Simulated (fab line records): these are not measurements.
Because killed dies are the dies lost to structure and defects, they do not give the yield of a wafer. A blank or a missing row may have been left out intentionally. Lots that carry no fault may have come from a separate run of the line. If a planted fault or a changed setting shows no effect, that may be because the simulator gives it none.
One fault through the eyes of 3 desks | flow nandHarc | each desk holds nothing but its own numbers, with what lay behind them at the end

## TOOL OWNER'S DESK, lithoTrack-02
The tool's own readings at NHARC_P_ZERO_WELL_PEB_22 (peb time 85 s): means of the sampled wafers that have a number, for each lot that ran on this tool. A lot is out of limits, marked OUT, if its mean lies more than 4 standard deviations from the usual mean; the brackets give that distance.
Columns: A = chillPlateTempC at NHARC_P_ZERO_WELL_PEB_22, usual 23.03 C; B = heaterPowerTotalW at NHARC_P_ZERO_WELL_PEB_22, usual 163.93 W; C = plateTempC at NHARC_P_ZERO_WELL_PEB_22, usual 117.99 C
lot  | first seen here | A     | B                | C
L773 | day 1 22:22     | 23.00 | 163.92           | 118.02
L779 | day 4 10:32     | 23.08 | 163.82           | 118.05
L784 | day 6 12:40     | 23.07 | 156.24 (-28) OUT | 113.70 (-33) OUT
L785 | day 6 22:34     | 23.08 | 156.31 (-28) OUT | 113.90 (-31) OUT
L792 | day 9 20:41     | 23.14 | 164.15           | 118.07
L793 | day 10 06:29    | 22.88 | 163.72           | 118.01
L795 | day 11 02:37    | 22.91 | 163.92           | 117.95
Finding of this desk: L784, L785 out of limits; the first was L784 at day 6 12:40, on heaterPowerTotalW at NHARC_P_ZERO_WELL_PEB_22. L773, L779, L792, L793, L795: within limits.

## THE DEFECT DESK
Inspection counts along the route, by lot: the mean over sampled wafers that carry a number. A lot is out of limits, marked OUT, if its mean lies more than 4 standard deviations from the usual mean; the brackets give that distance.
Columns: A = rawDefectCount at NHARC_P_STI_INSPECT_11, usual 5.2
lot  | first seen here | A
L773 | day 3 02:22     | 7.3
L774 | day 3 12:55     | 8.3
L779 | day 5 07:41     | 4.3
L784 | day 7 11:37     | 5.7
L785 | day 7 23:15     | 3.7
L787 | day 8 14:56     | 7.3
L791 | day 10 10:04    | 3.7
L792 | day 10 18:05    | 4.7
L793 | day 11 05:07    | 5.3
L794 | day 11 14:17    | 5.0
L795 | day 12 01:28    | 6.7
L796 | day 12 09:14    | 3.7
This desk's finding: nothing out of limits on any of the 12 lots.

## AT THE METROLOGY DESK
What the gauges read for every lot (on any tool): the sampled wafers with a number, averaged. A lot is out of limits, marked OUT, if its mean lies more than 4 standard deviations from the usual mean; the brackets give that distance.
Columns: A = cdNm at NHARC_P_ZERO_WELL_CD_MEAS_11, usual 499.2 nm; B = cdNm at NHARC_P_ZERO_WELL_CD_MEAS_24, usual 719.3 nm
lot  | first seen here | A     | B
L773 | day 1 21:14     | 497.3 | 719.2
L774 | day 2 07:14     | 501.2 | 719.4
L779 | day 4 09:07     | 502.0 | 720.4
L784 | day 6 11:07     | 499.8 | 709.5 (-5.8) OUT
L785 | day 6 21:19     | 497.9 | 708.9 (-6.1) OUT
L787 | day 7 17:07     | 497.5 | 718.3
L791 | day 9 09:08     | 499.5 | 719.2
L792 | day 9 19:14     | 495.9 | 718.8
L793 | day 10 05:15    | 497.4 | 717.5
L794 | day 10 15:25    | 496.9 | 720.5
L795 | day 11 01:20    | 500.7 | 719.3
L796 | day 11 11:07    | 500.7 | 717.6
Finding of this desk: L784, L785 out of limits; the first was L784 at day 6 12:46, on cdNm at NHARC_P_ZERO_WELL_CD_MEAS_24. L773, L774, L779, L787, L791, L792, L793, L794, L795, L796: within limits.

## TAKEN TOGETHER
On L784, L785, at day 6 12:40, an alarm was possible from the tool owner's desk.
The metrology desk could have raised an alarm at day 6 12:46, on L784, L785.
Nothing out of limits was seen by the defect desk.
The defect desk has L784, L785 on record, within its limits.
On lithoTrack-02, each named lot ran NHARC_P_ZERO_WELL_PEB_22.

## WHAT WAS PUT IN BY THE SIMULATOR
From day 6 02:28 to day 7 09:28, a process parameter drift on lithoTrack-02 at NHARC_P_ZERO_WELL_PEB_22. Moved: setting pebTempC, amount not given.
Shown lots that were struck: L784, L785.
Fault start to first reading out of limits, in hours, per desk: tool owner, 10; metrology, 10.
